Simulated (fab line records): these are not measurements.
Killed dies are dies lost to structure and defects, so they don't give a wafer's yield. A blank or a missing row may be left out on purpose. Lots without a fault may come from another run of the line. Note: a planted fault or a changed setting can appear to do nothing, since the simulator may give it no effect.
The tool behind it: which one? :: flow nand_harc :: 18 wafers from 6 lots sampled at 2 of the route's 1302 steps

== WHAT THE GAUGES SHOWED, per wafer ==
NHARC_THIN_TSV_THK_MEAS_02: measures by ir.
lot: L904
measured: day 24 07:45
on: film_metro-01
thk_nm (nm): 3024 2871 2871

lot: L907
measured: day 26 09:17
on: film_metro-02
thk_nm (nm): 2673 2889 2778

lot: L909
measured: day 27 03:06
on: film_metro-01
thk_nm (nm): 2954 2890 3002

lot: L914
measured: day 28 14:17
on: film_metro-02
thk_nm (nm): 2947 3246 3122

lot: L912
measured: day 28 03:17
on: film_metro-01
thk_nm (nm): 3107 2948 3298

lot: L923
measured: day 32 18:06
on: film_metro-02
thk_nm (nm): 3209 3054 3336

== WHAT TOOL EACH LOT RAN ON (gives the tool, then ch and the chambers of the sampled wafers, and finally the start) ==
lot: L904
NHARC_A_STAIRCASE_STRIP_255: wet_bench-05 ch 4,6,7, day 16 16:56

lot: L907
NHARC_A_STAIRCASE_STRIP_255: wet_bench-03 ch 0,4,5, day 18 18:32

lot: L909
NHARC_A_STAIRCASE_STRIP_255: wet_bench-09 ch 0,1,2, day 19 19:44

lot: L914
NHARC_A_STAIRCASE_STRIP_255: wet_bench-05 ch 0,5,7, day 20 17:55

lot: L912
NHARC_A_STAIRCASE_STRIP_255: wet_bench-05 ch 0,1,7, day 20 22:54

lot: L923
NHARC_A_STAIRCASE_STRIP_255: wet_bench-03 ch 0,1,2, day 25 09:44
- NHARC_A_STAIRCASE_STRIP_255: strips in SPM, time 900 s.

== THE ANSWER, worked out from the rows above alone ==
Rule: what is usual is taken from the lots themselves. Put in order of their means at a reading, lots are off if they are a third of the lots or fewer, leave a main group of 4 or more, and stand apart from it by a gap of 3 or more times the standard deviation of the main group's means; of several such gaps the widest counts. A main group is skipped when, at the precision printed for the reading in the tables above, its means are all equal. Also off: a lot with no number at a reading for which 4 or more lots have one. Where the step has rows for the other lots, those lots are counted as sound.
No lot is off on any of the readings shown, so nothing can be concluded from this.

== WHAT HAD BEEN PUT IN BY THE SIMULATOR ==
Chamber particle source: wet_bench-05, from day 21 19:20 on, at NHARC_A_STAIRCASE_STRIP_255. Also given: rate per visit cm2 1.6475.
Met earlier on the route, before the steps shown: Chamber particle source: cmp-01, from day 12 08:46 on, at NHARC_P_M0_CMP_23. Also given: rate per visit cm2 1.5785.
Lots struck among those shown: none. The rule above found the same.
